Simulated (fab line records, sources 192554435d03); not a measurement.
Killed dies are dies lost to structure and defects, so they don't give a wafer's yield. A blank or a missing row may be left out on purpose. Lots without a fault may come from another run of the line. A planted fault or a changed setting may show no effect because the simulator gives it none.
A struck lot beside a sound one | flow n5_finfet | 27 steps out of a route of 1938
Sound: wafers L234.4, L234.5, L234.6. Struck: wafers L246.1, L246.3, L246.4. The cause comes at the end.
At each step with rows: each side's tool, then ch and its chambers, then its first start. Under that, the readings that differ: sound wafers | struck wafers | difference of the means | sigmas: that difference in standard deviations of wafers without a fault.
alike: readings whose means differ by less than 2 such deviations, and words and numbers that are the same on both sides. not compared: withheld readings, readings that some wafer has no value for, bounds like >300 that may hide the same value, and numbers for which the record gives no deviation and whose values overlap.
The two part at a step that has a row with sigmas, a row that says differs or no value, or rows on one side only. Numbers that don't overlap but have no deviation are shown without sigmas and don't part them. A reading that every wafer of one side lacks parts them only if that side has two wafers or more.

first, 10 steps without rows for these wafers: N5_FIN_SAQP_PRECLEAN_00 (cleans in SC1, time 60 s); N5_FIN_SAQP_PRECLEAN_44 (cleans in SC2, time 45 s); N5_FIN_SAQP_SRD_01 (time 30 s); N5_FIN_SAQP_ALD_61 (deposits SiO2, target thk 4 nm, pulse time 1 s, purge time 2 s); N5_FIN_SAQP_DENSIFY_62 (time 60 s); N5_FIN_SAQP_HM_DEP_03 (deposits SiNx from SiH4/NH3/N2, target thk 38 nm, time 33.6 s); N5_FIN_SAQP_PECVD_47 (deposits a-Si from SiH4/He, target thk 45 nm, time 36.3 s); N5_FIN_SAQP_PECVD_48 (deposits SiNx from SiH4/NH3/N2, target thk 25 nm, time 22.1 s); N5_FIN_SAQP_PECVD_06 (deposits a-Si from SiH4/He, target thk 60 nm, time 48.1 s); N5_FIN_SAQP_HM_DEP_72 (deposits SiO2 from SiH4/N2O, target thk 12 nm, time 7.2 s).
N5_FIN_SAQP_COAT_49: time 60 s, resist thk 100 nm.
  sound on litho_track-05 ch 0, day 1 21:58; struck on litho_track-05 ch 0, day 4 22:46
  reading                                   | sound                | struck               | difference | sigmas
  spin_speed_rpm (rpm)                      | 1501.2 1499.0 1499.6 | 1435.1 1435.9 1436.2 | -64.2      | -58
  model.SOC_of_FIN_SAQP_COAT_49.thk_nm (nm) | 100.6 100.4 100.4    | 102.1 102.2 102.5    | +1.8       |
then, 9 steps without rows for these wafers: N5_FIN_SAQP_COAT_50 (time 60 s, resist thk 35 nm); N5_FIN_SAQP_COAT_10 (resist thk 90 nm); N5_FIN_SAQP_EBR_12; N5_FIN_SAQP_SOFTBAKE_11 (time 60 s); N5_FIN_SAQP_EXPOSE_13 (exposes mask FIN CORE, target cd 35.6 nm); N5_FIN_SAQP_PEB_14 (peb time 60 s); N5_FIN_SAQP_DEVELOP_15 (develop time 30 s); N5_FIN_SAQP_DESCUM_21 (chemistry O2, time 7.9 s); N5_FIN_SAQP_ETCH_51 (etches SiARC in CF4, target depth 45.5 nm, time 75.8 s).
N5_FIN_SAQP_ETCH_52: etches SOC in N2/H2, target depth 100 nm, overetch 20 nm, time 150 s.
  sound on rie_diel-04 ch 2,3, day 1 22:31; struck on rie_diel-01 ch 0,1,2, day 4 23:20
  reading                  | sound             | struck            | difference | sigmas
  model.etch.depth_nm (nm) | 100.6 100.4 100.4 | 102.1 102.2 102.5 | +1.8       |
  alike: bias_w, drypump_motor_current_A, oes_product_au, rf_vpp_V, showerhead_plenum_p_Torr, throttle_valve_pct
  not compared: rf_hours_counter_h
then, 3 steps without rows for these wafers: N5_FIN_SAQP_STRIP_53 (strips in N2/H2); N5_FIN_SAQP_HM_OPEN_73 (chemistry CHF3/O2, target SiO2, stops on a-Si, target depth 12 nm, time 16.8 s); N5_FIN_SAQP_STRIP_74 (strips in CHF3/O2).
N5_FIN_SAQP_MANDREL_ETCH_22: etches a-Si in HBr/Cl2, stops on SiNx, target depth 60 nm, bt time 10 s, time 30 s.
  sound on rie_si-06 ch 1,2, day 1 22:43; struck on rie_si-02 ch 0,1,2, day 4 23:31
  reading                                   | sound             | struck            | difference | sigmas
  model.SOC_of_FIN_SAQP_COAT_49.thk_nm (nm) | 76.31 76.57 76.12 | 78.15 78.14 78.67 | +1.99      |
  alike: bias_w, drypump_motor_current_A, mfc_cl2_sccm, oes_product_au, throttle_valve_pct
  not compared: rf_hours_counter_h
then, 1 step without rows for these wafers: N5_FIN_SAQP_STRIP_55 (strips in N2/H2).
-- the record jumps here: 6 days lie between the struck wafers' starts before and after (it left off in module FIN_SAQP and takes up again in module BEOL_M4, whose first step shown is number 1111 of the route) --
N5_BEOL_M4_RC_MEAS_101:
  sound on prober-02 ch 0, day 8 00:20; struck on prober-01 ch 0, day 10 20:40
  alike: DIBL_N, DIBL_P, IOFF_N, IOFF_P, ION_N, ION_P, SS_N, SS_P, VT_N, VT_P

WHERE THEY PART
Only at N5_FIN_SAQP_COAT_49, within this record. Later steps at which nothing parts them and some readings are alike: N5_FIN_SAQP_ETCH_52, N5_FIN_SAQP_MANDREL_ETCH_22, N5_BEOL_M4_RC_MEAS_101.

WHY: what the simulator had put in
Process parameter drift: litho_track-05, from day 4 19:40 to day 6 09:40, at N5_FIN_SAQP_COAT_49. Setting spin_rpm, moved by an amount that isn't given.
